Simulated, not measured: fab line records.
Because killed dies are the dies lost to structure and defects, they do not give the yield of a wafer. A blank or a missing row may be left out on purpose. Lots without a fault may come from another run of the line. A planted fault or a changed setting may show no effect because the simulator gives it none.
What tool caused it?    flow n5_finfet    30 wafers from 10 lots sampled at 4 of the route's 1938 steps

== WHAT EACH GAUGE READ, for each wafer ==
The record lacks any reading of a measuring or inspecting step that a usual standard deviation could be used to judge.

== TOOL THAT RAN EACH LOT (tool first, then ch and the chambers of the sampled wafers, then the start) ==
lot   N5_BEOL_M15_TRENCH_ETCH_34          N5_BEOL_M15_STRIP_62                           N5_BEOL_M15_CMP_49             N5_BEOL_M15_DEP_53
L335  rie_diel-03 ch 0,2,3, day 11 15:44  rie_diel-03 ch 2,3, day 11 17:33 or earlier    cmp-01 ch 0,3, day 11 17:33    pecvd-01 ch 0,2, day 11 17:52
L340  rie_diel-05 ch 2,3, day 13 22:16    rie_diel-03 ch 0,2, day 14 02:10 or earlier    cmp-03 ch 0,1,2, day 14 02:10  pecvd-02 ch 0,1,2, day 14 02:31
L341  rie_diel-04 ch 0,1,2, day 14 04:25  rie_diel-04 ch 0,2,3, day 14 06:18 or earlier  cmp-03 ch 1,2,3, day 14 06:18  pecvd-01 ch 1,2, day 14 06:37
L342  rie_diel-03 ch 2,3, day 14 07:29    rie_diel-03 ch 1,2,3, day 14 10:12 or earlier  cmp-03 ch 1,3, day 14 10:12    pecvd-04 ch 0,1, day 14 10:31
L343  rie_diel-04 ch 0,2,3, day 14 23:21  rie_diel-04 ch 0,2,3, day 15 02:22 or earlier  cmp-03 ch 0,1,2, day 15 02:22  pecvd-02 ch 0,2, day 15 02:40
L347  rie_diel-04 ch 0,1,3, day 15 14:40  rie_diel-05 ch 0,2,3, day 15 17:00 or earlier  cmp-02 ch 0,1,3, day 15 17:00  pecvd-02 ch 0,1, day 15 17:20
L352  rie_diel-03 ch 1,2,3, day 16 19:06  rie_diel-05 ch 1,2,3, day 17 01:42 or earlier  cmp-02 ch 1,2,3, day 17 01:42  pecvd-01 ch 0,1, day 17 02:00
L354  rie_diel-03 ch 1,2, day 16 22:52    rie_diel-03 ch 1,2, day 17 01:54 or earlier    cmp-01 ch 0,1,3, day 17 01:54  pecvd-01 ch 0,1, day 17 02:16
L355  rie_diel-04 ch 1,2,3, day 18 01:59  rie_diel-04 ch 2,3, day 18 05:41 or earlier    cmp-01 ch 1,2, day 18 05:41    pecvd-01 ch 0,2, day 18 06:04
L356  rie_diel-03 ch 1,2,3, day 18 08:40  rie_diel-04 ch 0,3, day 18 14:25 or earlier    cmp-01 ch 0,2,3, day 18 14:25  pecvd-02 ch 0,1,2, day 18 14:42
- N5_BEOL_M15_TRENCH_ETCH_34: etches SiO2 in C4F8/O2/Ar, target depth 872.93 nm, time 199 s.
- N5_BEOL_M15_STRIP_62: strips in O2.
- N5_BEOL_M15_CMP_49: polishes, stops on SiO2, t overpolish 4.9 s, target thk 850 nm.
- N5_BEOL_M15_DEP_53: deposits SiCN from 3MS/NH3, target thk 50 nm, time 17.8 s.

== WHAT THE TOOLS THEMSELVES READ (means of the sampled wafers that have a number; where no wafer has one, the mark that the record gives instead) ==
N5_BEOL_M15_TRENCH_ETCH_34.
lot   tool         drypump_motor_current_A (A)  oes_product_au (a.u.)  rf_vpp_V (V)  showerhead_plenum_p_Torr (Torr)  throttle_valve_pct (%)
L335  rie_diel-03  5.8                          0.71                   2226          3.40                             30.81
L340  rie_diel-05  5.7                          0.77                   2239          3.57                             30.98
L341  rie_diel-04  6.1                          0.75                   2224          3.46                             30.83
L342  rie_diel-03  5.6                          0.68                   2233          3.39                             30.87
L343  rie_diel-04  6.1                          0.72                   2218          3.46                             30.78
L347  rie_diel-04  6.0                          0.72                   2220          3.47                             30.88
L352  rie_diel-03  5.7                          0.81                   2211          3.36                             30.79
L354  rie_diel-03  5.8                          0.76                   2213          3.34                             30.78
L355  rie_diel-04  6.4                          0.77                   2212          3.39                             30.86
L356  rie_diel-03  5.7                          0.79                   2210          3.36                             30.80

N5_BEOL_M15_STRIP_62.
lot   tool         drypump_motor_current_A (A)  o2_flow_sccm (sccm)  oes_product_au (a.u.)  rf_vpp_V (V)  showerhead_plenum_p_Torr (Torr)  throttle_valve_pct (%)
L335  rie_diel-03  5.5                          225.0                0.70                   3.6           2.07                             16.77
L340  rie_diel-03  5.7                          225.1                0.72                   3.2           2.07                             16.67
L341  rie_diel-04  6.1                          225.3                0.73                   3.2           2.12                             16.68
L342  rie_diel-03  5.7                          225.6                0.74                   3.5           2.06                             16.69
L343  rie_diel-04  6.1                          224.7                0.72                   3.4           2.12                             16.68
L347  rie_diel-05  5.5                          224.7                0.74                   3.3           2.14                             16.88
L352  rie_diel-05  5.7                          225.6                0.82                   3.6           2.17                             16.72
L354  rie_diel-03  5.9                          224.6                0.76                   3.8           2.04                             16.65
L355  rie_diel-04  6.5                          225.6                0.87                   3.5           2.06                             16.46
L356  rie_diel-04  6.1                          224.7                0.69                   3.6           2.11                             16.75

N5_BEOL_M15_CMP_49.
lot   tool    barrier_field_endpoint_s (s)  motor_current_A (A)  overpolish_run_s (s)
L335  cmp-01  11.47                         8.1                  4.907
L340  cmp-03  11.49                         8.5                  4.889
L341  cmp-03  11.16                         8.5                  4.904
L342  cmp-03  7.91                          8.6                  4.909
L343  cmp-03  9.10                          8.3                  4.900
L347  cmp-02  11.57                         8.4                  4.899
L352  cmp-02  11.33                         7.9                  4.909
L354  cmp-01  11.22                         8.2                  4.906
L355  cmp-01  11.12                         8.3                  4.896
L356  cmp-01  11.37                         8.3                  4.897

N5_BEOL_M15_DEP_53.
lot   tool      showerhead_plenum_p_Torr (Torr)  throttle_valve_pct (%)
L335  pecvd-01  4.115                            19.4
L340  pecvd-02  4.158                            17.7
L341  pecvd-01  4.125                            18.5
L342  pecvd-04  4.153                            18.9
L343  pecvd-02  4.163                            18.2
L347  pecvd-02  4.144                            17.2
L352  pecvd-01  4.138                            20.0
L354  pecvd-01  4.128                            20.2
L355  pecvd-01  4.111                            19.5
L356  pecvd-02  4.151                            17.8

== THE ANSWER, worked out from the rows above alone ==
Rule: usual is defined by the lots themselves. Put in order of their means at a reading, lots are off if they are a third of the lots or fewer, leave a main group of 4 or more, and stand apart from it by a gap of 3 or more times the standard deviation of the main group's means; of several such gaps the widest counts. A main group is skipped when, at the precision printed for the reading in the tables above, its means are all equal. A lot without any number at a reading at which 4 lots or more have one is off too. Any other lot the step has rows for is counted as sound. The gauges are gone through in route order, then the tools' own readings, and for those a lot's mean is taken as printed above. The first step at which some lot is off is used, and at that step the reading that is off furthest; a lot without a number counts as furthest.
Off at N5_BEOL_M15_CMP_49 (barrier_field_endpoint_s): L342, L343. The main group has a mean of 11.34 s with a standard deviation of 0.15.
If a tool, at that step or one of the process steps before it, ran each lot that is off and ran no sound lot following the first of them, it fits. N5_BEOL_M15_STRIP_62 gives no start for some lots, so the hours and the order of its lots are those of N5_BEOL_M15_CMP_49. One fits: cmp-03 at N5_BEOL_M15_CMP_49. Its last sound lot is L341 (day 14 06:18), its first lot that is off L342 (day 14 10:12): a fault that began between those two fits.
On the lots that are off, the tool's own readings at N5_BEOL_M15_CMP_49 differ by more than 5 times the standard deviation of the sound lots' means, which bears it out; barrier_field_endpoint_s reads 8.50 s there versus 11.34 s on the sound lots.

== WHAT THE SIMULATOR HAD PUT IN ==
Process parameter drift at N5_BEOL_M15_CMP_49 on cmp-03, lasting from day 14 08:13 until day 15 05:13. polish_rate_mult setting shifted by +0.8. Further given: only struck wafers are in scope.
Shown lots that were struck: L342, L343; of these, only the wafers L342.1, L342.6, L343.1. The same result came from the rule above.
